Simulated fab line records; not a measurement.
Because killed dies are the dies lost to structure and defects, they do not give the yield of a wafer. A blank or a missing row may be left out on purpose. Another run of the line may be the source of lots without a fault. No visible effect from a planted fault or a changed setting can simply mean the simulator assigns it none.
Which tool was responsible?    flow nand harc    Sampling: 11 lots, 33 wafers, 5 of 1302 route steps

WHAT EACH GAUGE READ, for each wafer
NHARC_END_SORT_01. Usual: killed at array 52, standard deviation 16; killed at other 0.8, standard deviation 1.1; killed at periphery 4.2, standard deviation 2.5; killed dies 57, standard deviation 16; killed open 3.4, standard deviation 2; killed short 2.6, standard deviation 1.6.
lot   measured      on         killed at array  killed at other  killed at periphery  killed dies  killed open  killed short  flag
L752  day 29 19:37  prober-02  675 674 675      1 0 0            1 3 2                677 677 677  4 4 1        2 4 3         OFF
L753  day 29 19:32  prober-01  673 671 674      1 0 0            3 6 3                677 677 677  5 3 1        5 1 1         OFF
L755  day 30 12:15  prober-02  671 671 672      0 0 1            6 6 4                677 677 677  4 2 3        5 4 5         OFF

WHAT TOOL EACH LOT RAN ON (gives the tool, then ch and the chambers of the sampled wafers, and finally the start)
lot   NHARC_A_SLIT_DESCUM_14              NHARC_A_SLIT_ETCH_24                NHARC_A_SLIT_ETCH_26              NHARC_A_WL_FILL_ALD_02
L740  rie diel-05 ch 1,2, day 19 15:35    rie diel-05 ch 0,2, day 19 15:41    har etch-01 ch 0,1, day 19 21:03  ald metal-03 ch 1,3, day 20 05:37
L741  rie diel-05 ch 0,2,3, day 20 15:52  rie diel-05 ch 1,2,3, day 20 15:56  har etch-02 ch 0,1, day 20 20:47  ald metal-04 ch 1,2,3, day 21 05:21
L743  rie diel-03 ch 2,3, day 20 19:35    rie diel-03 ch 0,1,3, day 20 19:41  har etch-02 ch 1, day 21 00:39    ald metal-02 ch 0,2,3, day 21 09:17
L746  rie diel-03 ch 1,2, day 21 21:10    rie diel-03 ch 0,2,3, day 21 21:15  har etch-02 ch 0,1, day 22 03:41  ald metal-03 ch 0,3, day 22 12:21
L752  rie diel-03 ch 1,2, day 24 19:55    rie diel-03 ch 0,1,2, day 24 20:01  har etch-01 ch 0, day 25 05:10    ald metal-03 ch 1,2,3, day 25 13:49
L753  rie diel-03 ch 0,1,2, day 25 04:55  rie diel-03 ch 0,1,3, day 25 04:59  har etch-02 ch 0,1, day 25 09:48  ald metal-04 ch 0,1,2, day 25 19:10
L755  rie diel-07 ch 1,2,3, day 25 21:08  rie diel-07 ch 1,2,3, day 25 21:13  har etch-01 ch 0,1, day 26 02:05  ald metal-03 ch 1,3, day 26 10:44
L757  rie diel-05 ch 0,2,3, day 27 03:01  rie diel-05 ch 0,2,3, day 27 03:07  har etch-02 ch 0,1, day 27 11:06  ald metal-03 ch 0,2,3, day 27 19:40
L761  rie diel-03 ch 1,2,3, day 28 00:29  rie diel-03 ch 2,3, day 28 00:35    har etch-02 ch 0,1, day 28 05:23  ald metal-03 ch 0,3, day 28 13:53
L759  rie diel-03 ch 2,3, day 28 15:28    rie diel-03 ch 0,2,3, day 28 15:34  har etch-02 ch 0,1, day 28 20:21  ald metal-03 ch 0,1, day 29 04:52
L763  rie diel-07 ch 0,1,2, day 29 06:35  rie diel-07 ch 1,2, day 29 06:41    har etch-02 ch 0,1, day 29 13:26  ald metal-04 ch 0,2,3, day 29 22:13
- NHARC_A_SLIT_DESCUM_14: chemistry O2, time 3 s.
- NHARC_A_SLIT_ETCH_24: etches the open film in CF4/CHF3, target depth 121 nm, time 60.5 s.
- NHARC_A_SLIT_ETCH_26: etches the open film in C4F8/O2/Ar, time 90 s, target depth 400 nm.
- NHARC_A_WL_FILL_ALD_02: deposits TiN, target thk 2 nm, pulse time 3 s, ald cycles 100.

WHAT THE TOOLS THEMSELVES READ (means of the sampled wafers that have a number; where no wafer has one, the mark that the record gives instead)
NHARC_A_SLIT_DESCUM_14. Usual: drypump motor current A 5.7 A, standard deviation 0.47; oes product au 1.001 a.u., standard deviation 0.0061; rf vpp V 57.8 V, standard deviation 0.95; showerhead plenum p Torr 1.92 Torr, standard deviation 0.094; throttle valve pct 11.311 %, standard deviation 0.0097.
lot   tool         drypump motor current A (A)  oes product au (a.u.)  rf vpp V (V)  showerhead plenum p Torr (Torr)  throttle valve pct (%)  flag
L740  rie diel-05  5.3                          1.007                  58.1          2.04                             11.315                  
L741  rie diel-05  5.8                          1.002                  58.2          2.00                             11.295                  
L743  rie diel-03  5.7                          1.000                  58.1          1.92                             11.310                  
L746  rie diel-03  5.9                          1.002                  56.7          1.87                             11.316                  
L752  rie diel-03  5.9                          1.001                  57.5          1.86                             11.308                  
L753  rie diel-03  5.9                          1.001                  57.5          1.89                             11.310                  
L755  rie diel-07  5.7                          1.003                  57.8          1.88                             11.317                  
L757  rie diel-05  5.8                          1.006                  58.0          2.00                             11.313                  
L761  rie diel-03  5.8                          1.001                  57.6          1.89                             11.306                  
L759  rie diel-03  6.1                          1.006                  58.4          1.98                             11.315                  
L763  rie diel-07  5.8                          1.004                  57.6          1.85                             11.315                  

NHARC_A_SLIT_ETCH_24. Usual: chf3 flow sccm 30.01 sccm, standard deviation 0.095; drypump motor current A 5.8 A, standard deviation 0.47; oes product au 0.960 a.u., standard deviation 0.017; rf vpp V 370.5 V, standard deviation 2.5; showerhead plenum p Torr 1.58 Torr, standard deviation 0.072; throttle valve pct 16.804 %, standard deviation 0.0076.
lot   tool         chf3 flow sccm (sccm)  drypump motor current A (A)  oes product au (a.u.)  rf vpp V (V)  showerhead plenum p Torr (Torr)  throttle valve pct (%)  flag
L740  rie diel-05  30.15                  5.9                          0.959                  372.2         1.63                             16.802                  
L741  rie diel-05  29.98                  5.6                          0.964                  372.5         1.66                             16.804                  
L743  rie diel-03  30.02                  5.4                          0.968                  368.8         1.51                             16.803                  
L746  rie diel-03  29.96                  5.8                          0.968                  370.9         1.58                             16.799                  
L752  rie diel-03  30.10                  5.9                          0.962                  369.8         1.56                             16.810                  
L753  rie diel-03  30.05                  5.4                          0.970                  368.6         1.51                             16.810                  
L755  rie diel-07  30.02                  5.7                          0.968                  369.6         1.55                             16.795                  
L757  rie diel-05  29.91                  5.8                          0.970                  372.9         1.64                             16.800                  
L761  rie diel-03  30.05                  6.1                          0.959                  371.6         1.63                             16.798                  
L759  rie diel-03  30.04                  5.8                          0.966                  371.1         1.58                             16.800                  
L763  rie diel-07  30.04                  5.5                          0.953                  368.0         1.52                             16.810                  

NHARC_A_SLIT_ETCH_26. Usual: bias v 400 V, standard deviation 3.6; drypump motor current A 6.2 A, standard deviation 0.44; showerhead plenum p Torr 3.79 Torr, standard deviation 0.17; throttle valve pct 27.617 %, standard deviation 0.0086.
lot   tool         bias v (V)  drypump motor current A (A)  showerhead plenum p Torr (Torr)  throttle valve pct (%)  flag
L740  har etch-01  402         5.8                          3.64                             27.615                  
L741  har etch-02  400         6.5                          3.95                             27.610                  
L743  har etch-02  400         6.3                          3.95                             27.615                  
L746  har etch-02  400         6.6                          3.94                             27.615                  
L752  har etch-01  401         6.0                          3.65                             27.635                  
L753  har etch-02  402         6.5                          3.91                             27.624                  
L755  har etch-01  400         5.7                          3.54                             27.614                  
L757  har etch-02  401         6.5                          3.90                             27.618                  
L761  har etch-02  402         6.5                          3.89                             27.609                  
L759  har etch-02  399         6.4                          3.89                             27.610                  
L763  har etch-02  401         6.6                          3.88                             27.612                  

NHARC_A_WL_FILL_ALD_02. Usual: heater power outer w 671 W, standard deviation 55; heater power w 1060 W, standard deviation 95; precursor pulse height rel 1.000, standard deviation 0.02.
lot   tool          heater power outer w (W)  heater power w (W)  precursor pulse height rel  flag
L740  ald metal-03  658                       1008                1.006                       
L741  ald metal-04  681                       1039                0.999                       
L743  ald metal-02  662                       1051                0.981                       
L746  ald metal-03  643                       1008                1.011                       
L752  ald metal-03  -                         -                   -                           OFF
L753  ald metal-04  -                         -                   -                           OFF
L755  ald metal-03  -                         -                   -                           OFF
L757  ald metal-03  655                       1045                0.979                       
L761  ald metal-03  650                       997                 1.002                       
L759  ald metal-03  697                       1055                0.983                       
L763  ald metal-04  700                       1111                1.005                       

THE ANSWER, worked out from the rows above alone
Rule: take the mean of a lot's wafers that have a number; if it is more than 3 standard deviations from the usual mean, the lot is off. Also off: a lot with no number at a reading for which 4 or more lots have one. Where the step has rows for the other lots, those lots are counted as sound. Order of review: gauges by route order, followed by the tools' own readings, for which a lot's mean as printed above is used. The first step at which some lot is off is used, and at that step the reading that is off furthest; a lot without a number counts as furthest.
Off at NHARC_END_SORT_01 (killed at array): L752, L753, L755. Neither off nor sound, because the step has no rows for them: L740, L741, L743, L746, L757, L761, L759, L763.
If a tool, at a process step before that reading, ran all the lots that are off and no sound lot after the first of them, it fits. The gauges at NHARC_END_SORT_01 aren't tried: what is off there is off at NHARC_A_WL_FILL_ALD_02 too, on other tools, and a gauge's error can't cause that. None of those tried fits.

WHAT THE SIMULATOR PUT IN
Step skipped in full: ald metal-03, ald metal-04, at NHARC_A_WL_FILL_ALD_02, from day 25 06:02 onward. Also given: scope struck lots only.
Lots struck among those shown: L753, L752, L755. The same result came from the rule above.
